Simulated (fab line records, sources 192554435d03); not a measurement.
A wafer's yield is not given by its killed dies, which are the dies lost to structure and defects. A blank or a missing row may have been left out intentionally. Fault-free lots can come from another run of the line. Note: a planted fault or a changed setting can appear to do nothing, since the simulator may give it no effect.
Struck lot and sound lot, side by side -- flow n5_finfet -- 25 out of 1938 route steps
Sound: the wafers L454.3, L454.4, L454.6. Wafers L463.3, L463.4, L463.5 were the ones struck. At the end, the cause is stated.
Per side, at each step with rows, come the tool, then ch with its chambers, and then its first start. Under that, the readings that differ: sound wafers -- struck wafers -- difference of the means -- sigmas: that difference in standard deviations of wafers without a fault.
alike: words and numbers the same on both sides, and readings whose means are apart by under 2 such deviations; not compared: readings that were withheld, readings missing a value for some wafer, numbers with overlapping values and no deviation given by the record, and bounds like >300 which may hide the same value.
Wherever a step has rows on one side only, a row that says differs or no value, or a row with sigmas, the two part there. Numbers that don't overlap but have no deviation are shown without sigmas and don't part them. Lack of a reading on every wafer of one side parts them only where that side has two or more wafers.

first, 3 steps without rows for these wafers: N5_BEOL_M5_CO_CAP_78 (material Co, precursor CCTBA/H2, target thk 2 nm, time 102.1 s); N5_BEOL_M5_PRE_CLEAN_55 (time 15 s); N5_BEOL_M5_DEP_56 (deposits SiCN from 3MS/NH3, target thk 8 nm, time 14 s).
N5_BEOL_M5_RS_MEAS_57: measurement is done with a four-point probe.
  sound: film_metro-02 at day 9 15:07; struck: film_metro-01 at day 11 21:47
  alike: M5_RS
N5_BEOL_M5_INSPECT_58: inspects for defects (darkfield).
  sound: defect_inspect-02 at day 9 15:08; struck: defect_inspect-01 at day 11 21:48
  alike: raw_defect_count
N5_BEOL_M6_ILD_DEP_00: deposits SiCOH lowk from DEMS/porogen, target thk 179.75 nm, time 33.4 s.
  sound on pecvd-02 ch 0,1,2, day 9 15:10; struck on pecvd-04 ch 0,2, day 11 21:50
  alike: heater_power_outer_w, heater_power_w, showerhead_plenum_p_Torr, throttle_valve_pct
then, 1 step without rows for these wafers: N5_BEOL_M6_CURE_74 (cures SiCOH lowk, time 240 s).
N5_BEOL_M6_THK_MEAS_01:
  sound: film_metro-02 at day 9 15:45; struck: film_metro-01 at day 11 22:26
  alike: M6_ILD_THK
N5_BEOL_M6_PECVD_70: deposits SiO2 from TEOS/O2, target thk 20 nm, time 22.7 s.
  sound on pecvd-03 ch 0,1, day 9 15:49; struck on pecvd-02 ch 0,2, day 11 22:28
  alike: heater_power_outer_w, heater_power_w, showerhead_plenum_p_Torr, throttle_valve_pct
N5_BEOL_M6_HM_DEP_02: deposits TiN, target thk 20 nm.
  sound: pvd_sputter-02 at day 9 17:38; struck: pvd_sputter-01 at day 12 00:16
  alike: substrate_temp_c, throttle_valve_pct
then, 2 steps without rows for these wafers: N5_BEOL_M6_COAT_59 (time 60 s, resist thk 100 nm); N5_BEOL_M6_COAT_60 (time 60 s, resist thk 35 nm).
N5_BEOL_M6_COAT_05: resist thk 90 nm.
  sound on litho_track-04 ch 0, day 9 17:46; struck on litho_track-05 ch 0, day 12 00:25
reading,sound,struck,difference,sigmas
spin_speed_rpm (rpm),1498.9 1499.1 1499.7,1422.5 1420.3 1422.7,-77.4,-70
model.CAR-ArF_of_BEOL_M6_COAT_05.thk_nm (nm),90 89.6 89.8,92.4 92.2 92.4,+2.5,
  alike: chill_plate_temp_C, exhaust_pa
then, 5 steps without rows for these wafers: N5_BEOL_M6_EBR_07; N5_BEOL_M6_SOFTBAKE_06 (time 60 s); N5_BEOL_M6_EXPOSE_08 (exposes mask M6); N5_BEOL_M6_PEB_09 (peb time 60 s); N5_BEOL_M6_DEVELOP_10 (develop time 30 s).
N5_BEOL_M6_CD_MEAS_11 targets a cd of 38.5 nm.
  sound on cd_sem-02 ch 0, day 9 18:08; struck on cd_sem-03 ch 0, day 12 00:47
  alike: cd_nm
N5_BEOL_M6_OVL_MEAS_12:
  sound on overlay-02 ch 0, day 9 18:10; struck on overlay-02 ch 0, day 12 00:49
reading,sound,struck,difference,sigmas
M6_OVL (nm),1.0 1.0 1.3,-0.6 -0.3 -1.3,-1.8,-3
N5_BEOL_M6_INSPECT_13: inspects for defects (brightfield).
  sound: defect_inspect-02 at day 9 18:11; struck: defect_inspect-01 at day 12 00:50
  alike: raw_defect_count
N5_BEOL_M6_DESCUM_16: chemistry O2, time 7.9 s.
  sound on rie_diel-04 ch 1,2,3, day 9 18:13; struck on rie_diel-04 ch 0,1, day 12 01:02
  alike: chamber_pressure_mTorr, drypump_motor_current_A, o2_flow_sccm, oes_product_au, rf_vpp_V, showerhead_plenum_p_Torr, temp_c, throttle_valve_pct
  not compared: rf_hours_counter_h
N5_BEOL_M6_ETCH_61: etches SiARC in CF4, target depth 45.5 nm, time 75.8 s.
  sound on rie_diel-04 ch 1,2,3, day 9 18:15; struck on rie_diel-04 ch 0,1, day 12 01:04
reading,sound,struck,difference,sigmas
model.CAR-ArF_of_BEOL_M6_COAT_05.thk_nm (nm),50.6 50.4 50.6,53.2 53.2 53.4,+2.7,
  alike: cf4_flow_sccm, chamber_pressure_mTorr, drypump_motor_current_A, etch_rf_on_time_s, oes_product_au, rf_vpp_V, showerhead_plenum_p_Torr, throttle_valve_pct
  not compared: rf_hours_counter_h
N5_BEOL_M6_ETCH_62: etches SOC in N2/H2, target depth 110 nm, overetch 22 nm, time 165 s.
  sound on rie_diel-04 ch 1,2,3, day 9 18:19; struck on rie_diel-04 ch 0,1, day 12 01:08
  alike: chamber_pressure_mTorr, drypump_motor_current_A, oes_product_au, rf_vpp_V, showerhead_plenum_p_Torr, temp_c, throttle_valve_pct
  not compared: rf_hours_counter_h
-- record jumps: 3 days separate the struck wafers' starts on either side; left off in module BEOL_M6, taken up again in module PASSIVATION, whose first shown step is the route's number 1936 --
N5_PASSIVATION_PROBE_49:
  sound: prober-01 at day 13 08:56; struck: prober-02 at day 15 12:05
reading,sound,struck,difference,sigmas
killed_at_contacts,24 37 14,10 8 13,-15,-2
  alike: defect_limited_yield, killed_at_M0_to_M3, killed_at_M4_up, killed_at_front_end, killed_at_other, killed_dies, killed_open, killed_short, sort_bin_5_function, sort_bin_6_memory, sort_n_pass, sort_yield_pct

== WHERE THEY PART ==
At N5_BEOL_M6_COAT_05 first; at N5_PASSIVATION_PROBE_49 last (within this record only).

WHY: the cause the simulator had injected
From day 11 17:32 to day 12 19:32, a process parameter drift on litho_track-05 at N5_BEOL_M6_COAT_05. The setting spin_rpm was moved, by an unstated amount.
